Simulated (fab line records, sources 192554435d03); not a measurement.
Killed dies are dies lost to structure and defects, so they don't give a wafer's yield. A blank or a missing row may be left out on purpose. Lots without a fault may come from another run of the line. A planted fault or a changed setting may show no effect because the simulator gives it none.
fab line records | flow n5_finfet
record lots=24 wafers=72 last_day=17
route steps=1938 shown WELL_APT@46 PMOS_HMC_CHANNEL_EPI@67 FIN_SAQP@102
lots that met no fault: from a run of the same line without faults
start_h: hours from the record's first day to the start of the lot's first wafer shown | wait_h: hours since the lot's step before | " the same as in the row above | L1.1+2: a row that stands for several wafers | - no value, or no start given | * or withheld: withheld | < > ~ a bound
route shown NAME@n: a module of which the file shows steps, and the number in the route of the first | usual: mean/standard deviation of fault-free wafers | same: alike in all rows | chamber/n: place in a boat | sites: the reading at each site | _std_site: their standard deviation | _edge_site: outer sites' mean less inner sites' | radius_mm: how far each site lies from the wafer's centre | mask NAME#n: copy n | behind: the tool/chamber that last shaped the wafer | hold: why the lot was held/for how many hours/how that ended | device: the transistor (n, p or np) that didn't switch | end of line: the same wafers' tests at the end of the route | a step without rows: its recipe alone | killed: dies lost to structure and defects at the first sort, not the wafer's yield | map: a wafer's dies, x killed, . not, _ none there
set.NAME: the setting as run; set.NAME@STEP: as run at that earlier step | model.NAME: the simulator's own value behind a step, which no gauge read
steps of the route over a sample of lots; a table a step, a row a wafer
services: from which hour (start_h, from the record's first day; less than 0 if before it) a tool's chamber was out of use, for how many hours, and why
## steps
# step N5_WELL_APT_DESCUM_30
# recipe chemistry=O2 time_s=7.9 source_power_w=50 bias_power_w=20 pressure_mtorr=20 rf_frequency_hz=2.712e+07 temp_c=40 o2_flow_sccm=225
# usual drypump_motor_current_A=5.6/0.53 oes_product_au=0.82/0.09 rf_vpp_V=243.2/1.6 showerhead_plenum_p_Torr=2.10/0.087 throttle_valve_pct=20.41/0.19
# same time_s=7.9
# columns lot.wafer tool chamber start_h wait_h drypump_motor_current_A oes_product_au rf_hours_counter_h rf_vpp_V showerhead_plenum_p_Torr throttle_valve_pct
L074.4 rie_diel-01 1 15.20 0.0 5.3 0.74 149 243.0 2.10 20.41
L074.5 " 3 " " 5.7 0.68 - 243.1 2.06 20.82
L074.6 " 2 " " 6.4 0.75 - 241.8 2.06 20.35
L075.2 rie_diel-02 0 21.63 0.4 5.8 0.71 239 244.4 2.14 20.27
L075.3 " 2 " " 5.7 0.90 18 245.0 2.25 20.36
L075.4 " 2 " " 5.7 0.91 - 246.1 2.25 20.37
L076.1 rie_diel-06 2 27.13 0.0 5.4 0.69 247 240.7 1.98 20.85
L076.3 " 0 " " 5.3 0.68 241 241.5 1.99 20.81
L076.4 " 1 " " 6.7 0.85 60 243.5 2.03 20.38
L077.2 rie_diel-01 3 33.59 0.1 5.7 0.66 244 241.5 2.06 20.82
L077.4 " 0 " " 6.1 0.76 170 242.8 1.99 20.51
L077.5 " 0 " " 6.1 0.76 - 241.0 1.99 20.53
L078.1 rie_diel-06 1 39.52 0.2 6.7 0.84 65 241.5 2.03 20.39
L078.2 " 0 " " 5.3 0.67 246 242.3 1.99 20.82
L078.4 " 0 " " 5.3 0.66 - 241.4 1.99 20.80
L079.2 rie_diel-01 1 44.88 0.0 5.3 0.74 159 241.1 2.09 20.42
L079.3 " 3 " " 5.7 0.66 248 243.4 2.05 20.85
L079.5 " 1 " " 5.3 0.73 - 243.1 2.09 20.44
L080.1 rie_diel-06 1 50.92 0.0 6.7 0.85 70 243.1 2.03 20.40
L080.5 " 3 " " 5.2 0.92 - 247.4 2.21 20.25
L080.6 " 0 " " 5.3 0.67 - 240.4 1.99 20.82
L081.2 rie_diel-02 2 57.68 0.6 5.8 0.87 31 246.0 2.25 20.37
L081.3 " 1 " " 5.6 0.92 12 243.1 2.14 20.14
L081.5 " 1 " " 5.6 0.92 - 244.7 2.14 20.13
L082.1 rie_diel-02 2 63.27 0.0 5.7 0.88 34 245.3 2.25 20.38
L082.4 " 2 " " 5.8 0.88 - 244.9 2.25 20.38
L082.6 " 3 " " 4.7 0.91 - 241.3 2.04 20.40
L083.1 rie_diel-02 3 69.81 0.9 4.7 0.90 27 240.8 2.04 20.41
L083.2 " 2 " " 5.7 0.87 36 244.5 2.25 20.39
L083.5 " 3 " " 4.7 0.90 - 241.7 2.04 20.43
L084.1 rie_diel-01 2 75.33 0.0 6.4 0.73 214 242.7 2.05 20.38
L084.2 " 1 " " 5.3 0.72 170 245.9 2.09 20.47
L084.4 " 0 " " 6.1 0.75 - 240.7 1.99 20.53
L085.2 rie_diel-02 0 81.42 0.0 5.8 0.95 3 244.1 2.13 19.95
L085.5 " 0 " " 5.8 0.95 - 243.1 2.13 19.95
L085.6 " 1 " " 5.6 0.90 - 243.9 2.14 20.15
L086.1 rie_diel-01 2 87.58 0.2 6.4 0.73 221 243.9 2.05 20.39
L086.3 " 1 " " 5.3 0.72 177 241.9 2.09 20.47
L086.4 " 2 " " 6.4 0.72 - 243.2 2.05 20.39
L087.3 rie_diel-02 3 93.41 0.0 4.7 0.88 38 243.5 2.04 20.43
L087.4 " 1 " " 5.6 0.89 - 244.5 2.14 20.17
L087.6 " 0 " " 5.8 0.92 - 244.2 2.13 19.96
L088.3 rie_diel-06 0 99.19 0.0 5.3 0.97 1 244.6 2.25 20.50
L088.5 " 1 " " 6.6 0.82 - 242.2 2.02 20.45
L088.6 " 0 " " 5.3 0.95 - 246.3 2.25 20.50
L089.4 rie_diel-01 2 105.22 0.2 6.4 0.73 228 243.4 2.05 20.38
L089.5 " 1 " " 5.3 0.72 - 243.7 2.08 20.48
L089.6 " 2 " " 6.4 0.72 - 241.8 2.05 20.40
L090.3 rie_diel-01 3 112.59 0.9 5.7 0.89 9 243.6 2.05 20.34
L090.5 " 0 " " 6.1 0.73 - 242.2 1.98 20.57
L090.6 " 1 " " 5.3 0.72 - 243.0 2.08 20.48
L091.1 rie_diel-01 3 117.36 0.2 5.7 0.89 11 244.2 2.05 20.35
L091.4 " 1 " " 5.3 0.72 189 243.1 2.08 20.48
L091.5 " 0 " " 6.1 0.73 - 242.2 1.98 20.56
L092.1 rie_diel-01 3 125.76 1.8 5.7 0.88 16 242.5 2.05 20.35
L092.3 " 0 " " 6.1 0.72 204 240.3 1.98 20.56
L092.6 " 3 " " 5.7 0.88 - 241.8 2.05 20.34
L093.2 rie_diel-02 2 131.12 1.2 5.7 0.83 64 244.1 2.24 20.43
L093.4 " 0 " " 5.8 0.88 26 243.4 2.12 20.00
L093.6 " 2 " " 5.8 0.83 - 245.7 2.24 20.44
L094.1 rie_diel-02 0 135.36 0.0 5.8 0.88 27 243.0 2.12 19.99
L094.2 " 3 " " 4.7 0.85 57 242.0 2.03 20.47
L094.6 " 0 " " 5.8 0.87 - 244.4 2.12 19.99
L095.1 rie_diel-06 1 140.94 0.0 6.7 0.81 95 242.3 2.02 20.45
L095.5 " 3 " " 5.2 0.90 - 244.5 2.20 20.29
L095.6 " 2 " " 5.5 0.92 - 246.3 2.23 20.48
L096.1 rie_diel-02 3 147.17 0.0 4.8 0.85 61 244.2 2.03 20.49
L096.2 " 2 " " 5.7 0.82 70 245.1 2.24 20.45
L096.6 " 2 " " 5.8 0.81 - 245.9 2.24 20.45
L097.1 rie_diel-06 1 153.37 0.1 6.7 0.81 100 240.0 2.02 20.46
L097.3 " 3 " " 5.2 0.87 43 245.4 2.20 20.28
L097.5 " 1 " " 6.7 0.79 - 242.2 2.02 20.45
# step N5_PMOS_HMC_CHANNEL_EPI_INSPECT_11
# recipe mode=adi inspect_instrument=macro
# usual raw_defect_count=2.1/1.6
# columns lot.wafer tool chamber start_h wait_h raw_defect_count
L074.4 defect_inspect-01 - 17.61 0.0 3
L074.5 " - " " 0
L074.6 " - " " 1
L075.2 defect_inspect-02 - 23.81 0.0 2
L075.3 " - " " 2
L075.4 " - " " 2
L076.1 defect_inspect-01 - 30.03 0.0 1
L076.3 " - " " 2
L076.4 " - " " 0
L077.2 defect_inspect-01 - 35.98 0.0 2
L077.4 " - " " 1
L077.5 " - " " 3
L078.1 defect_inspect-01 - 44.23 0.0 0
L078.2 " - " " 1
L078.4 " - " " 1
L079.2 defect_inspect-02 - 47.51 0.0 1
L079.3 " - " " 5
L079.5 " - " " 1
L080.1 defect_inspect-02 - 53.20 0.0 5
L080.5 " - " " 1
L080.6 " - " " 0
L081.2 defect_inspect-01 - 59.81 0.0 0
L081.3 " - " " 3
L081.5 " - " " 1
L082.1 defect_inspect-01 - 65.67 0.0 2
L082.4 " - " " 1
L082.6 " - " " 2
L083.1 defect_inspect-01 - 72.18 0.0 3
L083.2 " - " " 0
L083.5 " - " " 0
L084.1 defect_inspect-01 - 77.56 0.0 5
L084.2 " - " " 3
L084.4 " - " " 2
L085.2 defect_inspect-01 - 84.35 0.0 1
L085.5 " - " " 3
L085.6 " - " " 4
L086.1 defect_inspect-02 - 90.52 0.0 2
L086.3 " - " " 0
L086.4 " - " " 3
L087.3 defect_inspect-01 - 95.86 0.0 1
L087.4 " - " " 3
L087.6 " - " " 1
L088.3 defect_inspect-02 - 101.53 0.0 4
L088.5 " - " " 1
L088.6 " - " " 3
L089.4 defect_inspect-02 - 107.36 0.0 4
L089.5 " - " " 2
L089.6 " - " " 1
L090.3 defect_inspect-02 - 114.60 0.0 0
L090.5 " - " " 3
L090.6 " - " " 1
L091.1 defect_inspect-01 - 119.65 0.0 2
L091.4 " - " " 1
L091.5 " - " " 5
L092.1 defect_inspect-01 - 127.90 0.0 2
L092.3 " - " " 3
L092.6 " - " " 3
L093.2 defect_inspect-01 - 133.34 0.0 3
L093.4 " - " " 1
L093.6 " - " " 2
L094.1 defect_inspect-01 - 137.42 0.0 0
L094.2 " - " " 1
L094.6 " - " " 1
L095.1 defect_inspect-02 - 142.95 0.0 3
L095.5 " - " " 3
L095.6 " - " " 0
L096.1 defect_inspect-02 - 149.43 0.0 1
L096.2 " - " " 2
L096.6 " - " " 6
L097.1 defect_inspect-01 - 155.51 0.0 1
L097.3 " - " " 2
L097.5 " - " " 7
# step N5_PMOS_HMC_CHANNEL_EPI_THK_MEAS_22
# recipe reads=SiGe30_of_PMOS_HMC_CHANNEL_EPI_EPI_20
# usual HMC_CMP_THK=53.9/0.76
# columns lot.wafer tool chamber start_h wait_h HMC_CMP_THK[nm]
L074.4 film_metro-02 - 19.94 - 52.8
L074.5 " - " " 54.3
L074.6 " - " " 53.6
L075.2 film_metro-02 - 26.19 - 53.3
L075.3 " - " " 54.5
L075.4 " - " " 53.1
L076.1 film_metro-01 - 32.33 - 54.6
L076.3 " - " " 52.9
L076.4 " - " " 53.3
L077.2 film_metro-01 - 38.57 - 52.8
L077.4 " - " " 54.5
L077.5 " - " " 54.2
L078.1 film_metro-02 - 46.96 - 54.5
L078.2 " - " " 55.3
L078.4 " - " " 53.9
L079.2 film_metro-02 - 49.80 - 55.0
L079.3 " - " " 54.8
L079.5 " - " " 54.9
L080.1 film_metro-02 - 55.95 - 55.2
L080.5 " - " " 54.3
L080.6 " - " " 53.4
L081.2 film_metro-02 - 62.51 - 53.8
L081.3 " - " " 54.6
L081.5 " - " " 54.7
L082.1 film_metro-02 - 68.00 - 54.9
L082.4 " - " " 53.6
L082.6 " - " " 53.9
L083.1 film_metro-02 - 75.42 - 54.5
L083.2 " - " " 53.7
L083.5 " - " " 53.9
L084.1 film_metro-02 - 80.80 - 53.3
L084.2 " - " " 54.5
L084.4 " - " " 53.3
L085.2 film_metro-02 - 88.05 - 53.0
L085.5 " - " " 53.1
L085.6 " - " " 54.1
L086.1 film_metro-01 - 92.83 - 54.7
L086.3 " - " " 54.1
L086.4 " - " " 52.9
L087.3 film_metro-02 - 98.85 - 53.4
L087.4 " - " " 55.1
L087.6 " - " " 54.3
L088.3 film_metro-02 - 104.22 - 53.6
L088.5 " - " " 54.9
L088.6 " - " " 54.7
L089.4 film_metro-02 - 110.08 - 54.9
L089.5 " - " " 54.6
L089.6 " - " " 52.8
L090.3 film_metro-02 - 117.25 - 55.3
L090.5 " - " " 53.9
L090.6 " - " " 53.4
L091.1 film_metro-02 - 121.94 - 53.4
L091.4 " - " " 53.1
L091.5 " - " " 54.5
L092.1 film_metro-01 - 130.45 - 53.4
L092.3 " - " " 53.3
L092.6 " - " " 53.7
L093.2 film_metro-02 - 135.65 - 55.3
L093.4 " - " " 55.4
L093.6 " - " " 54.9
L094.1 film_metro-02 - 139.71 - 54.0
L094.2 " - " " 53.6
L094.6 " - " " 53.4
L095.1 film_metro-01 - 145.30 - 52.8
L095.5 " - " " 54.1
L095.6 " - " " 53.1
L096.1 film_metro-02 - 152.12 - 54.5
L096.2 " - " " 53.0
L096.6 " - " " 52.6
L097.1 film_metro-02 - 157.80 - 53.0
L097.3 " - " " 52.6
L097.5 " - " " 52.4
# step N5_PMOS_HMC_CHANNEL_EPI_EPI_26
# recipe material=Si target_thk_a=38 temp_c=650 precursor=SiH4/H2 pressure_torr=20 time_s=22.7
# usual chamber_pressure_Torr=19.99/0.043 throttle_valve_pct=12.0/0.35
# same time_s=22.7
# columns lot.wafer tool chamber start_h wait_h chamber_pressure_Torr throttle_valve_pct
L074.4 epi_rpcvd-03 0 22.18 2.1 19.99 12.0
L074.5 " 0 " " 19.96 12.2
L074.6 " 0 " " 19.97 11.7
L075.2 epi_rpcvd-03 0 26.34 0.1 19.99 11.9
L075.3 " 0 " " 19.95 11.7
L075.4 " 0 " " 20.01 11.6
L076.1 epi_rpcvd-03 0 32.44 0.0 20.02 11.9
L076.3 " 0 " " 19.99 11.9
L076.4 " 0 " " 19.98 11.6
L077.2 epi_rpcvd-02 0 38.74 0.1 19.99 12.2
L077.4 " 0 " " 20.00 12.1
L077.5 " 0 " " 20.05 12.4
L078.1 epi_rpcvd-02 0 47.07 0.0 20.01 12.3
L078.2 " 0 " " 19.85 12.2
L078.4 " 0 " " 19.90 12.4
L079.2 epi_rpcvd-01 0 49.96 0.1 19.99 11.2
L079.3 " 0 " " 19.99 11.5
L079.5 " 0 " " 19.98 11.3
L080.1 epi_rpcvd-02 0 56.06 0.0 19.97 12.1
L080.5 " 0 " " 19.97 12.5
L080.6 " 0 " " 19.97 12.3
L081.2 epi_rpcvd-02 0 62.67 0.1 19.97 12.1
L081.3 " 0 " " 19.95 12.5
L081.5 " 0 " " 20.02 12.4
L082.1 epi_rpcvd-03 0 68.11 0.0 19.99 12.0
L082.4 " 0 " " 20.06 11.6
L082.6 " 0 " " 20.00 11.8
L083.1 epi_rpcvd-01 0 75.53 0.0 20.03 11.2
L083.2 " 0 " " 20.07 11.3
L083.5 " 0 " " 20.03 11.2
L084.1 epi_rpcvd-02 0 80.90 0.0 19.88 12.3
L084.2 " 0 " " 19.98 12.2
L084.4 " 0 " " 19.95 12.4
L085.2 epi_rpcvd-02 0 88.22 0.1 20.04 12.1
L085.5 " 0 " " 19.99 12.3
L085.6 " 0 " " 19.99 12.0
L086.1 epi_rpcvd-03 0 92.95 0.0 20.01 12.0
L086.3 " 0 " " 20.03 11.8
L086.4 " 0 " " 19.98 11.8
L087.3 epi_rpcvd-02 0 99.09 0.2 19.96 12.3
L087.4 " 0 " " 19.98 12.2
L087.6 " 0 " " 19.98 12.3
L088.3 epi_rpcvd-03 0 104.46 0.2 20.01 11.9
L088.5 " 0 " " 19.97 12.0
L088.6 " 0 " " 20.03 11.9
L089.4 epi_rpcvd-02 0 110.33 0.2 19.98 12.3
L089.5 " 0 " " 19.99 12.2
L089.6 " 0 " " 19.94 12.2
L090.3 epi_rpcvd-02 0 117.47 0.1 19.98 12.6
L090.5 " 0 " " 20.01 12.0
L090.6 " 0 " " 20.04 12.1
L091.1 epi_rpcvd-02 0 122.05 0.0 19.96 12.3
L091.4 " 0 " " 20.04 12.2
L091.5 " 0 " " 20.00 12.0
L092.1 epi_rpcvd-03 0 130.56 0.0 20.03 12.1
L092.3 " 0 " " 19.94 11.7
L092.6 " 0 " " 19.91 11.7
L093.2 epi_rpcvd-02 0 135.81 0.1 20.02 12.4
L093.4 " 0 " " 19.91 12.1
L093.6 " 0 " " 19.97 12.3
L094.1 epi_rpcvd-01 0 139.82 0.0 20.03 11.1
L094.2 " 0 " " 20.01 11.1
L094.6 " 0 " " 20.02 11.5
L095.1 epi_rpcvd-03 0 145.41 0.0 20.04 11.7
L095.5 " 0 " " 20.09 11.8
L095.6 " 0 " " 20.01 12.0
L096.1 epi_rpcvd-02 0 152.22 0.0 20.04 12.2
L096.2 " 0 " " 20.01 12.2
L096.6 " 0 " " 19.96 12.1
L097.1 epi_rpcvd-03 0 157.91 0.0 20.09 11.6
L097.3 " 0 " " 20.08 12.0
L097.5 " 0 " " 19.92 11.9
# step N5_FIN_SAQP_HM_DEP_72
# recipe material=SiO2 target_thk_a=120 temp_c=400 precursor=SiH4/N2O pressure_torr=0.75 rf_w=275 time_s=7.2
# usual chamber_pressure_Torr=0.7502/0.0017 heater_power_w=740/98 showerhead_plenum_p_Torr=8.18/0.14
# same time_s=7.2
# columns lot.wafer tool chamber start_h wait_h chamber_pressure_Torr heater_power_w showerhead_plenum_p_Torr
L074.4 pecvd-04 2 23.29 0.1 0.7500 636 8.13
L074.5 " 1 " " 0.7526 832 7.98
L074.6 " 0 " " 0.7486 742 8.19
L075.2 pecvd-04 2 27.98 0.0 0.7489 674 8.12
L075.3 " 1 " " 0.7502 889 8.01
L075.4 " 0 " " 0.7511 722 8.17
L076.1 pecvd-01 2 34.08 0.0 0.7493 655 8.23
L076.3 " 1 " " 0.7524 746 8.15
L076.4 " 0 " " 0.7485 695 8.53
L077.2 pecvd-03 2 41.37 0.0 0.7501 907 8.06
L077.4 " 0 " " 0.7520 637 8.10
L077.5 " 2 " " 0.7498 923 8.08
L078.1 pecvd-04 0 48.85 0.0 0.7464 807 8.20
L078.2 " 1 " " 0.7508 863 8.00
L078.4 " 2 " " 0.7503 758 8.11
L079.2 pecvd-03 1 51.40 0.0 0.7509 633 8.28
L079.3 " 2 " " 0.7496 881 8.07
L079.5 " 2 " " 0.7518 897 8.07
L080.1 pecvd-04 0 57.45 0.0 0.7483 691 8.19
L080.5 " 1 " " 0.7498 842 8.02
L080.6 " 2 " " 0.7477 721 8.12
L081.2 pecvd-04 2 64.49 0.0 0.7497 715 8.12
L081.3 " 1 " " 0.7491 892 8.02
L081.5 " 0 " " 0.7518 714 8.19
L082.1 pecvd-01 0 69.65 0.0 0.7505 768 8.49
L082.4 " 0 " " 0.7511 756 8.54
L082.6 " 2 " " 0.7509 632 8.25
L083.1 pecvd-04 2 77.01 0.0 0.7495 734 8.11
L083.2 " 0 " " 0.7488 801 8.19
L083.5 " 2 " " 0.7506 748 8.13
L084.1 pecvd-04 0 82.73 0.0 0.7487 663 8.19
L084.2 " 2 " " 0.7476 735 8.11
L084.4 " 0 " " 0.7516 694 8.19
L085.2 pecvd-01 2 90.31 0.0 0.7486 620 8.23
L085.5 " 2 " " 0.7495 643 8.26
L085.6 " 1 " " 0.7514 638 8.15
L086.1 pecvd-01 0 94.42 0.0 0.7502 752 8.51
L086.3 " 1 " " 0.7544 750 8.13
L086.4 " 1 " " 0.7530 759 8.16
L087.3 pecvd-03 1 100.43 0.0 0.7499 553 8.27
L087.4 " 0 " " 0.7513 739 8.09
L087.6 " 2 " " 0.7510 846 8.06
L088.3 pecvd-03 1 105.71 0.1 0.7497 657 8.28
L088.5 " 1 " " 0.7506 632 8.28
L088.6 " 2 " " 0.7498 898 8.07
L089.4 pecvd-01 2 112.94 0.1 0.7485 688 8.25
L089.5 " 0 " " 0.7514 761 8.51
L089.6 " 1 " " 0.7471 682 8.16
L090.3 pecvd-04 0 118.65 0.0 0.7479 749 8.16
L090.5 " 1 " " 0.7510 839 8.01
L090.6 " 2 " " 0.7507 732 8.11
L091.1 pecvd-03 1 123.31 0.0 0.7508 611 8.27
L091.4 " 1 " " 0.7502 605 8.27
L091.5 " 2 " " 0.7519 904 8.08
L092.1 pecvd-03 1 132.18 0.0 0.7490 636 8.27
L092.3 " 0 " " 0.7467 627 8.09
L092.6 " 2 " " 0.7507 762 8.09
L093.2 pecvd-04 2 137.54 0.0 0.7490 682 8.13
L093.4 " 0 " " 0.7480 788 8.19
L093.6 " 1 " " 0.7480 859 8.01
L094.1 pecvd-03 1 141.09 0.0 0.7504 591 8.27
L094.2 " 0 " " 0.7542 725 8.09
L094.6 " 2 " " 0.7506 842 8.09
L095.1 pecvd-01 1 146.86 0.0 0.7471 736 8.17
L095.5 " 2 " " 0.7490 639 8.23
L095.6 " 1 " " 0.7507 722 8.16
L096.1 pecvd-01 1 153.48 0.0 0.7522 731 8.15
L096.2 " 2 " " 0.7506 636 8.23
L096.6 " 2 " " 0.7530 635 8.24
L097.1 pecvd-04 0 159.38 0.0 0.7546 752 8.19
L097.3 " 2 " " 0.7502 666 8.13
L097.5 " 1 " " 0.7491 988 7.99
# step N5_FIN_SAQP_HM_OPEN_73
# recipe chemistry=CHF3/O2 target=SiO2 stop_on=a-Si target_depth_a=120 over_etch_frac=1.8 mask_material=SOC time_s=16.8 pressure_mtorr=30 source_w=650 bias_w=170 Ar_flow_sccm=200 CHF3_flow_sccm=50 O2_flow_sccm=5 ion_energy_ev=200 ends=end_point
# usual drypump_motor_current_A=5.7/0.55 oes_product_au=0.50/0.052 rf_vpp_V=523/5.3 showerhead_plenum_p_Torr=2.42/0.093 throttle_valve_pct=18.77/0.19
# columns lot.wafer tool chamber start_h wait_h drypump_motor_current_A oes_product_au rf_hours_counter_h rf_vpp_V showerhead_plenum_p_Torr throttle_valve_pct
L074.4 rie_diel-02 3 24.02 0.0 4.7 0.56 11 523 2.35 18.77
L074.5 " 2 " " 5.8 0.54 - 515 2.56 18.56
L074.6 " 1 " " 5.6 0.58 - 522 2.45 18.41
L075.2 rie_diel-02 0 28.74 0.0 5.8 0.42 242 519 2.48 18.82
L075.3 " 1 " " 5.6 0.57 2 521 2.45 18.41
L075.4 " 2 " " 5.7 0.54 22 517 2.56 18.55
L076.1 rie_diel-02 1 34.82 0.0 5.6 0.57 4 523 2.45 18.42
L076.3 " 0 " " 5.8 0.42 244 519 2.48 18.85
L076.4 " 2 " " 5.7 0.54 24 515 2.55 18.57
L077.2 rie_diel-06 3 41.99 0.0 5.1 0.56 11 535 2.55 18.64
L077.4 " 0 " " 5.3 0.42 - 522 2.28 19.09
L077.5 " 1 " " 6.7 0.51 - 524 2.33 18.73
L078.1 rie_diel-06 0 49.64 0.0 5.3 0.41 250 520 2.27 19.09
L078.2 " 3 " " 5.2 0.55 15 536 2.54 18.65
L078.4 " 0 " " 5.3 0.41 - 522 2.27 19.08
L079.2 rie_diel-01 0 52.02 0.0 6.1 0.45 172 516 2.31 18.98
L079.3 " 1 " " 5.3 0.45 162 525 2.40 18.86
L079.5 " 1 " " 5.3 0.43 - 522 2.40 18.84
L080.1 rie_diel-01 0 58.54 0.0 6.1 0.44 174 517 2.31 18.98
L080.5 " 0 " " 6.1 0.45 - 517 2.31 18.97
L080.6 " 3 " " 5.7 0.40 - 525 2.36 19.21
L081.2 rie_diel-06 3 65.23 0.0 5.1 0.54 20 536 2.54 18.65
L081.3 " 2 " " 5.4 0.57 4 530 2.57 18.84
L081.5 " 1 " " 6.7 0.51 - 525 2.32 18.76
L082.1 rie_diel-06 2 70.92 0.0 5.4 0.58 6 529 2.57 18.84
L082.4 " 2 " " 5.4 0.58 - 530 2.57 18.85
L082.6 " 1 " " 6.7 0.50 - 524 2.32 18.76
L083.1 rie_diel-01 1 77.92 0.0 5.4 0.43 172 522 2.40 18.84
L083.2 " 2 " " 6.4 0.43 216 521 2.38 18.92
L083.5 " 0 " " 6.1 0.45 - 518 2.31 19.00
L084.1 rie_diel-01 2 83.49 0.0 6.4 0.43 219 519 2.37 18.91
L084.2 " 0 " " 6.1 0.44 185 517 2.31 19.00
L084.4 " 1 " " 5.3 0.44 - 524 2.40 18.86
L085.2 rie_diel-02 0 91.89 0.0 5.8 0.55 9 518 2.47 18.48
L085.5 " 0 " " 5.8 0.54 - 519 2.47 18.49
L085.6 " 3 " " 4.7 0.52 - 520 2.34 18.81
L086.1 rie_diel-02 3 95.25 0.0 4.7 0.53 39 524 2.34 18.82
L086.3 " 1 " " 5.6 0.53 28 521 2.44 18.48
L086.4 " 1 " " 5.6 0.54 - 522 2.44 18.46
L087.3 rie_diel-06 3 101.12 0.0 5.2 0.53 34 538 2.54 18.67
L087.4 " 1 " " 6.7 0.49 90 525 2.32 18.79
L087.6 " 1 " " 6.7 0.49 - 525 2.32 18.80
L088.3 rie_diel-02 1 107.37 0.0 5.6 0.53 34 523 2.44 18.47
L088.5 " 3 " " 4.7 0.52 - 523 2.34 18.83
L088.6 " 2 " " 5.8 0.51 - 515 2.54 18.61
L089.4 rie_diel-02 0 113.84 0.0 5.8 0.54 17 518 2.47 18.48
L089.5 " 2 " " 5.7 0.51 - 513 2.54 18.63
L089.6 " 1 " " 5.6 0.52 - 521 2.44 18.49
L090.3 rie_diel-02 2 119.98 0.0 5.8 0.51 58 516 2.54 18.63
L090.5 " 0 " " 5.8 0.53 - 519 2.47 18.51
L090.6 " 3 " " 4.7 0.52 - 523 2.34 18.83
L091.1 rie_diel-01 1 125.69 0.0 5.3 0.43 194 523 2.39 18.88
L091.4 " 3 " " 5.7 0.54 15 525 2.35 18.76
L091.5 " 3 " " 5.7 0.54 - 525 2.35 18.73
L092.1 rie_diel-01 1 133.79 0.0 5.3 0.42 199 524 2.39 18.89
L092.3 " 3 " " 5.7 0.53 20 524 2.35 18.74
L092.6 " 0 " " 6.1 0.43 - 517 2.30 19.04
L093.2 rie_diel-01 1 138.28 0.0 5.3 0.42 200 521 2.39 18.89
L093.4 " 0 " " 6.1 0.43 210 518 2.30 19.04
L093.6 " 2 " " 6.4 0.42 - 519 2.37 18.96
L094.1 rie_diel-06 0 141.88 0.0 5.3 0.55 6 529 2.56 18.71
L094.2 " 3 " " 5.2 0.53 38 536 2.54 18.69
L094.6 " 2 " " 5.4 0.55 - 529 2.56 18.87
L095.1 rie_diel-02 3 147.48 0.0 4.7 0.51 61 524 2.33 18.86
L095.5 " 1 " " 5.6 0.50 - 521 2.44 18.51
L095.6 " 3 " " 4.7 0.51 - 520 2.33 18.86
L096.1 rie_diel-02 0 154.28 0.0 5.8 0.52 33 518 2.46 18.52
L096.2 " 2 " " 5.7 0.49 73 515 2.53 18.65
L096.6 " 2 " " 5.7 0.49 - 515 2.53 18.66
L097.1 rie_diel-06 2 160.00 0.0 5.4 0.54 28 530 2.56 18.87
L097.3 " 3 " " 5.2 0.52 46 534 2.53 18.70
L097.5 " 2 " " 5.4 0.53 - 530 2.56 18.88
## services
# columns tool chamber start_h hours kind
rie_diel-02 1 -3.48 2.6 repair
rie_diel-02 1 -0.32 - clean
epi_rpcvd-01 - 2.85 0.8 repair
epi_rpcvd-01 - 8.31 28.1 pm
epi_rpcvd-02 - 16.21 6.0 pm
epi_rpcvd-03 - 38.28 8.1 pm
rie_diel-01 0 40.40 11.1 repair
pecvd-01 - 51.89 6.0 pm
pecvd-03 - 57.00 6.0 pm
rie_diel-01 3 59.68 14.2 repair
pecvd-03 - 63.00 2.8 pm
rie_diel-01 - 68.27 2.8 pm
rie_diel-02 1 68.50 2.2 repair
rie_diel-06 0 68.51 6.8 repair
pecvd-01 - 73.06 0.9 repair
epi_rpcvd-01 - 82.51 1.4 repair
rie_diel-06 2 83.58 4.7 repair
rie_diel-02 2 92.12 3.4 repair
epi_rpcvd-01 - 92.40 8.1 pm
rie_diel-06 - 104.51 28.1 pm
pecvd-04 - 109.34 1.7 repair
pecvd-01 - 123.82 1.4 repair
pecvd-04 - 131.26 6.0 pm
rie_diel-02 0 145.20 4.2 repair
## key
fault none
